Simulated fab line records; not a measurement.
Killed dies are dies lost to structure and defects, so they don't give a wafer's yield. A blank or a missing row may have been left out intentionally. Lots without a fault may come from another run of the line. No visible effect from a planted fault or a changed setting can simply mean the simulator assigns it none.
Which tool was responsible? -- flow n5-finfet -- Sampling: 8 lots, 24 wafers, 7 of 1938 route steps

WHAT THE GAUGES SHOWED, per wafer
N5_PMOS_HMC_CHANNEL_EPI_INSPECT_30: inspects for defects (darkfield). Usual: raw-defect-count reads 20 (standard deviation 7.1).
lot,measured,on,raw-defect-count,flag
L709,day 2 21:09,defect-inspect-02,16 15 24,
L710,day 3 01:57,defect-inspect-02,18 14 13,
L721,day 5 20:25,defect-inspect-01,9 23 8,
L722,day 6 02:09,defect-inspect-01,19 27 12,
L724,day 6 14:30,defect-inspect-02,11 17 23,
L726,day 7 02:23,defect-inspect-02,20 30 23,
L727,day 7 08:52,defect-inspect-01,15 16 21,
L728,day 7 15:08,defect-inspect-01,21 13 19,

N5_FIN_SAQP_CD_MEAS_31 targets a cd of 8 nm. Usual: cd-nm reads 8.10 nm (standard deviation 0.23).
lot,measured,on,cd-nm (nm),flag
L709,day 3 03:35,cd-sem-02,8.25 8.41 8.01,
L710,day 3 08:00,cd-sem-03,8.04 7.79 7.84,
L721,day 6 01:19,cd-sem-01,- - -,OFF
L722,day 6 07:59,cd-sem-01,- - -,OFF
L724,day 6 19:37,cd-sem-02,7.99 8.42 8.24,
L726,day 7 09:26,cd-sem-03,8.23 8.33 7.84,
L727,day 7 14:53,cd-sem-01,8.25 8.35 7.76,
L728,day 7 20:34,cd-sem-01,8.14 8.36 8.64,

N5_BEOL_M4_RC_MEAS_101. Usual: DIBL_N 37.1 mV/V, standard deviation 2.6; DIBL_P 38 mV/V, standard deviation 3; IOFF_N 0.18 nA/um, standard deviation 0.052; IOFF_P 0.25 nA/um, standard deviation 0.06; ION_N 678 uA/um, standard deviation 15; ION_P 467 uA/um, standard deviation 8.6; SS_N 71.7 mV/dec, standard deviation 0.73; SS_P 73.7 mV/dec, standard deviation 0.89; VT_N 249 mV, standard deviation 4.3; VT_P -248 mV, standard deviation 3.8.
lot,measured,on,DIBL_N (mV/V),DIBL_P (mV/V),IOFF_N (nA/um),IOFF_P (nA/um),ION_N (uA/um),ION_P (uA/um),SS_N (mV/dec),SS_P (mV/dec),VT_N (mV),VT_P (mV),flag
L709,day 12 18:28,prober-02,40.6 38.6 39.5,39 38 37,0.20 0.19 0.19,0.30 0.30 0.26,661 674 692,466 477 475,73.0 71.6 71.4,74.1 74.0 73.9,248 247 248,-244 -243 -247,
L710,day 12 09:07,prober-02,34.7 33.9 34.8,34 33 35,0.13 0.12 0.13,0.22 0.19 0.23,659 661 674,464 461 475,71.6 71.3 71.1,73.4 72.3 72.6,251 253 255,-247 -251 -246,
L724,day 15 12:39,prober-01,35.4 36.7 35.1,38 39 38,0.15 0.18 0.15,0.20 0.22 0.21,669 688 669,457 465 460,71.1 71.8 71.3,73.4 73.7 73.4,253 246 251,-252 -252 -251,
L726,day 17 18:43,prober-01,43.7 38.2 37.7,45 38 37,0.34 0.18 0.17,0.39 0.24 0.23,692 696 677,472 478 467,73.6 71.0 71.5,75.9 73.4 74.3,243 249 250,-243 -248 -248,
L727,day 16 07:49,prober-02,36.5 37.0 38.3,39 39 41,0.19 0.19 0.23,0.26 0.26 0.30,704 674 700,484 462 477,71.2 72.0 71.3,74.6 73.8 74.7,244 248 245,-243 -248 -248,
L728,day 16 15:21,prober-02,39.7 40.2 38.0,42 42 39,0.26 0.25 0.22,0.32 0.33 0.26,694 682 681,474 475 466,72.8 72.6 72.4,75.2 74.5 74.2,241 246 245,-245 -245 -246,

TOOL THAT RAN EACH LOT (tool first, then ch and the chambers of the sampled wafers, then the start)
lot,N5_FIN_SAQP_DENSIFY_62,N5_FIN_SAQP_HM_DEP_03,N5_FIN_SAQP_PECVD_47,N5_FIN_SAQP_MANDREL_ETCH_58
L709,"rtp-anneal-01 ch 0, day 2 21:32","pecvd-02 ch 0,1, day 2 21:43","pecvd-01 ch 0,2, day 2 21:52","rie-si-02 ch 1,3, day 3 01:23"
L710,"rtp-anneal-02 ch 0, day 3 02:19","pecvd-02 ch 0,2, day 3 02:29","pecvd-04 ch 0,1,2, day 3 02:37","rie-si-02 ch 0,1,2, day 3 06:34"
L721,"rtp-anneal-02 ch 0, day 5 20:46","pecvd-01 ch 1,2, day 5 20:58","pecvd-02 ch 0,1,2, day 5 21:07","rie-si-01 ch 0,2,3, day 5 23:57"
L722,"rtp-anneal-01 ch 0, day 6 02:28","pecvd-02 ch 1,2, day 6 02:41","pecvd-01 ch 1,2, day 6 02:49","rie-si-02 ch 1,2,3, day 6 06:32"
L724,"rtp-anneal-02 ch 0, day 6 14:50","pecvd-04 ch 1,2, day 6 15:02","pecvd-01 ch 0,1,2, day 6 15:10","rie-si-04 ch 0,3, day 6 18:15"
L726,"rtp-anneal-02 ch 0, day 7 03:40","pecvd-01 ch 0,1, day 7 03:51","pecvd-02 ch 0,2, day 7 03:59","rie-si-04 ch 0,1, day 7 07:27"
L727,"rtp-anneal-02 ch 0, day 7 09:27","pecvd-04 ch 0,1,2, day 7 09:38","pecvd-01 ch 0,1,2, day 7 09:46","rie-si-02 ch 0,1,3, day 7 13:31"
L728,"rtp-anneal-02 ch 0, day 7 15:31","pecvd-02 ch 0,2, day 7 15:44","pecvd-02 ch 1,2, day 7 15:52","rie-si-02 ch 0,2,3, day 7 19:11"
- N5_FIN_SAQP_DENSIFY_62: time 60 s.
- N5_FIN_SAQP_HM_DEP_03: deposits SiNx from SiH4/NH3/N2, target thk 38 nm, time 33.6 s.
- N5_FIN_SAQP_PECVD_47: deposits a-Si from SiH4/He, target thk 45 nm, time 36.3 s.
- N5_FIN_SAQP_MANDREL_ETCH_58: etches a-Si in HBr/Cl2, stops on SiNx, target depth 45 nm, bt time 10 s, time 27 s.

AS READ BY THE TOOLS THEMSELVES (means over the sampled wafers that have a number; for cases with no such wafer, the mark the record gives instead)
N5_FIN_SAQP_DENSIFY_62. Usual: lamp-power-pct 9.86 %, standard deviation 0.05; wafer_temp_C_max 703.3, standard deviation 0.62.
lot,tool,lamp-power-pct (%),wafer_temp_C_max,flag
L709,rtp-anneal-01,9.81,703.0,
L710,rtp-anneal-02,9.87,703.9,
L721,rtp-anneal-02,9.90,703.3,
L722,rtp-anneal-01,9.83,703.1,
L724,rtp-anneal-02,9.87,703.3,
L726,rtp-anneal-02,9.85,703.6,
L727,rtp-anneal-02,9.87,703.0,
L728,rtp-anneal-02,9.83,703.8,

N5_FIN_SAQP_HM_DEP_03. Usual: heater-power-w 781 W, standard deviation 97; rf-fwd-power-W 297.5 W, standard deviation 1.2; showerhead-plenum-p-Torr 5.12 Torr, standard deviation 0.068; throttle-valve-pct 39.5 %, standard deviation 2.5.
lot,tool,heater-power-w (W),rf-fwd-power-W (W),showerhead-plenum-p-Torr (Torr),throttle-valve-pct (%),flag
L709,pecvd-02,706,298.4,5.12,39.5,
L710,pecvd-02,658,298.4,5.10,36.3,
L721,pecvd-01,871,297.2,5.07,38.6,
L722,pecvd-02,638,298.1,5.13,37.2,
L724,pecvd-04,791,298.2,5.16,39.4,
L726,pecvd-01,810,297.0,5.14,41.3,
L727,pecvd-04,810,297.7,5.15,40.1,
L728,pecvd-02,721,297.3,5.09,38.0,

N5_FIN_SAQP_PECVD_47. Usual: chamber-pressure-Torr 3.000 Torr, standard deviation 0.0071; heater-power-outer-w 532 W, standard deviation 67; heater-power-w 850 W, standard deviation 100; rf-fwd-power-W 98.9 W, standard deviation 0.43; showerhead-plenum-p-Torr 5.65 Torr, standard deviation 0.053; throttle-valve-pct 18.1 %, standard deviation 1.2.
lot,tool,chamber-pressure-Torr (Torr),heater-power-outer-w (W),heater-power-w (W),rf-fwd-power-W (W),showerhead-plenum-p-Torr (Torr),throttle-valve-pct (%),flag
L709,pecvd-01,3.003,576,895,98.6,5.57,18.5,
L710,pecvd-04,2.994,549,913,98.7,5.67,18.4,
L721,pecvd-02,-,-,-,-,-,-,OFF
L722,pecvd-01,-,-,-,-,-,-,OFF
L724,pecvd-01,3.001,537,863,98.9,5.62,18.2,
L726,pecvd-02,2.996,459,708,98.9,5.63,16.8,
L727,pecvd-01,3.000,528,870,98.5,5.63,18.2,
L728,pecvd-02,3.004,417,674,99.6,5.66,17.1,

N5_FIN_SAQP_MANDREL_ETCH_58. Usual: drypump-motor-current-A 5.7 A, standard deviation 0.43; oes-product-au 0.701 a.u., standard deviation 0.012; rf-fwd-power-W 794.0 W, standard deviation 2.8; throttle-valve-pct 35.5 %, standard deviation 0.34.
lot,tool,drypump-motor-current-A (A),oes-product-au (a.u.),rf-fwd-power-W (W),throttle-valve-pct (%),flag
L709,rie-si-02,5.1,0.706,794.3,35.2,
L710,rie-si-02,5.7,0.702,793.7,35.4,
L721,rie-si-01,5.7,0.325,795.4,36.2,OFF
L722,rie-si-02,5.3,0.324,792.9,36.1,OFF
L724,rie-si-04,6.2,0.687,794.7,35.7,
L726,rie-si-04,5.9,0.696,791.3,35.9,
L727,rie-si-02,5.5,0.705,793.3,35.4,
L728,rie-si-02,5.3,0.703,791.0,35.2,

THE ANSWER, worked out from the rows above alone
Rule: a lot counts as off when the mean over its wafers that have a number is more than 3 standard deviations away from the usual mean. Also off: a lot with no number at a reading for which 4 or more lots have one. Any other lot the step has rows for is counted as sound. Order of review: gauges by route order, followed by the tools' own readings, for which a lot's mean as printed above is used. The first step at which some lot is off is used, and at that step the reading that is off furthest; a lot without a number counts as furthest.
Off: L721, L722, at N5_FIN_SAQP_CD_MEAS_31 (cd-nm). Without a number there: L721, L722.
A tool fits if, at a process step before that reading, it ran every lot that is off, and no sound lot after the first of them. The gauges at N5_FIN_SAQP_CD_MEAS_31 aren't tried: what is off there is off at N5_FIN_SAQP_PECVD_47 too, on other tools, and a gauge's error can't cause that. Not one of the candidates tried fits.

WHAT WAS PUT IN BY THE SIMULATOR
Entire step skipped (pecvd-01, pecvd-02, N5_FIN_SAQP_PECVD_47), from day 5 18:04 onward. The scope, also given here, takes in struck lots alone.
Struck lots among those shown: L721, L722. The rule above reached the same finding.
